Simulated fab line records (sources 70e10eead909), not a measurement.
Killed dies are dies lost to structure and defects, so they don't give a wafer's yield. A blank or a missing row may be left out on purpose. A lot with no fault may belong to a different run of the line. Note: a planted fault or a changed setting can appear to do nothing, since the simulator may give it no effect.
Struck lot and sound lot, side by side	flow nand-harc	24 steps out of a route of 1302
Sound: wafers L244.3, L244.4, L244.6. Wafers L259.1, L259.2, L259.4 were the ones struck. The cause is named last.
Per side, at each step with rows, come the tool, then ch with its chambers, and then its first start. Under that, the readings that differ: sound wafers	struck wafers	difference of the means	sigmas: that difference in standard deviations of wafers without a fault.
alike: readings with means less than 2 such deviations apart, plus words and numbers identical on both sides. not compared: withheld readings, readings lacking a value on some wafer, bounds such as >300 that could conceal the same value, and numbers that have no deviation in the record and whose values overlap.
A row with sigmas, a row that says differs or no value, or rows on one side alone: a step with any of these is where the two part. When numbers do not overlap yet have no deviation, they are printed without sigmas and do not part them. Lack of a reading on every wafer of one side parts them only where that side has two or more wafers.

first, 12 steps without rows for these wafers: NHARC_P_STI_ETCH_26 (etches SiO2 in dHF, target depth 11 nm); NHARC_P_STI_PRECLEAN_27 (cleans in SC1); NHARC_P_STI_SRD_28; NHARC_P_STI_OXIDE_29 (material SiO2, target thk 10 nm, ox time 1362 s); NHARC_P_STI_HM_DEP_30 (deposits Si3N4, target thk 80 nm, time 873 s); NHARC_P_STI_DEHYDRATE_01 (time 120 s); NHARC_P_STI_HMDS_02 (time 30 s); NHARC_P_STI_COAT_41 (time 65 s); NHARC_P_STI_COAT_03 (resist thk 600 nm); NHARC_P_STI_SOFTBAKE_04 (time 70 s); NHARC_P_STI_EBR_05; NHARC_P_STI_EXPOSE_06 (exposes mask P STI, target cd 200 nm).
NHARC_P_STI_PEB_07: peb time 80 s.
  sound on litho-track-02 ch 0, day 5 07:56; struck on litho-track-02 ch 0, day 11 13:35
reading	sound	struck	difference	sigmas
heater-power-total-W (W)	189.5 189.9 189.6	184.5 185.2 186.3	-4.3	-6
plate-temp-C (C)	128.09 127.85 127.63	125.50 125.66 125.56	-2.28	-16
then, 1 step without rows for these wafers: NHARC_P_STI_DEVELOP_08 (time 50 s).
NHARC_P_STI_CD_MEAS_09: the cd target is 200 nm.
  sound on cd-sem-01 ch 0, day 5 08:01; struck on cd-sem-01 ch 0
reading	sound	struck	difference	sigmas
cd-nm (nm)	203 198 199	178 182 182	-19	-5
  not compared: hold
NHARC_P_STI_OVL_MEAS_10:
  sound: overlay-01 at day 5 08:06; struck: overlay-02 at day 11 16:42
reading	sound	struck	difference	sigmas
hold	- - -	await-dispo/2.8h/release await-dispo/2.8h/release await-dispo/2.8h/release	no value on the sound wafers	
  alike: overlay-x-nm, overlay-y-nm
NHARC_P_STI_INSPECT_11:
  sound: defect-inspect-01 at day 5 08:08; struck: defect-inspect-01 at day 11 16:44
  alike: raw-defect-count
then, 1 step without rows for these wafers: NHARC_P_STI_HARDBAKE_13 (time 65 s).
NHARC_P_STI_DESCUM_14: chemistry O2, time 3 s.
  sound on rie-diel-05 ch 2,3, day 5 08:16; struck on rie-diel-04 ch 0,1,2, day 11 16:52
reading	sound	struck	difference	sigmas
model.P_STI.cd-nm (nm)	202.6 197.3 197.9	177.2 183 183.7	-18.0	
  alike: drypump-motor-current-A, oes-product-au, rf-vpp-V, showerhead-plenum-p-Torr, throttle-valve-pct
  not compared: rf-hours-counter-h
NHARC_P_STI_ETCH_42: etches the open film in N2/H2, target depth 80 nm, overetch 24 nm, time 61 s.
  sound on rie-diel-05 ch 2,3, day 5 08:22; struck on rie-diel-04 ch 0,2,3, day 11 16:58
  alike: drypump-motor-current-A, oes-product-au, rf-fwd-power-W, rf-vpp-V, showerhead-plenum-p-Torr, throttle-valve-pct
  not compared: rf-hours-counter-h
NHARC_P_STI_ETCH_31: etches the open film in CF4/CHF3, target depth 108.9 nm, time 54.5 s.
  sound on rie-diel-05 ch 0,2,3; struck on rie-diel-04 ch 0,1,2
  alike: drypump-motor-current-A, oes-product-au, rf-fwd-power-W, rf-vpp-V, showerhead-plenum-p-Torr, throttle-valve-pct
  not compared: rf-hours-counter-h
NHARC_P_STI_ETCH_15: etches the open film in HBr/Cl2, target depth 300 nm, time 100.1 s.
  sound on rie-si-05 ch 0,1,2, day 5 08:35; struck on rie-si-05 ch 1,2,3, day 11 17:25
reading	sound	struck	difference	sigmas
model.P_STI.cd-nm (nm)	201.7 197.2 198.5	178.2 184.6 182.5	-17.4	
  alike: drypump-motor-current-A, hbr-flow-sccm, oes-product-au, rf-fwd-power-W, throttle-valve-pct
  not compared: rf-hours-counter-h
NHARC_P_STI_CD_MEAS_16:
  sound: cd-sem-02 at day 5 08:43; struck: cd-sem-02 at day 11 17:44
reading	sound	struck	difference	sigmas
cd-nm (nm)	202 197 198	178 184 182	-18	-5
  not compared: hold
NHARC_P_STI_OCD_MEAS_17:
  sound: ocd-02 at day 5 08:48; struck: ocd-01 at day 11 21:02
reading	sound	struck	difference	sigmas
trench-foot-cd-nm (nm)	161 156 157	135 139 141	-20	-5
  alike: trench-depth-nm
  not compared: hold

## WHERE THEY PART
Last at NHARC_P_STI_OCD_MEAS_17 as far as this record goes, first at NHARC_P_STI_PEB_07.

WHY: what had been put in by the simulator
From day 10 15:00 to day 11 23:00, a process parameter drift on litho-track-02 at NHARC_P_STI_PEB_07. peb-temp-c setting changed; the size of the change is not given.
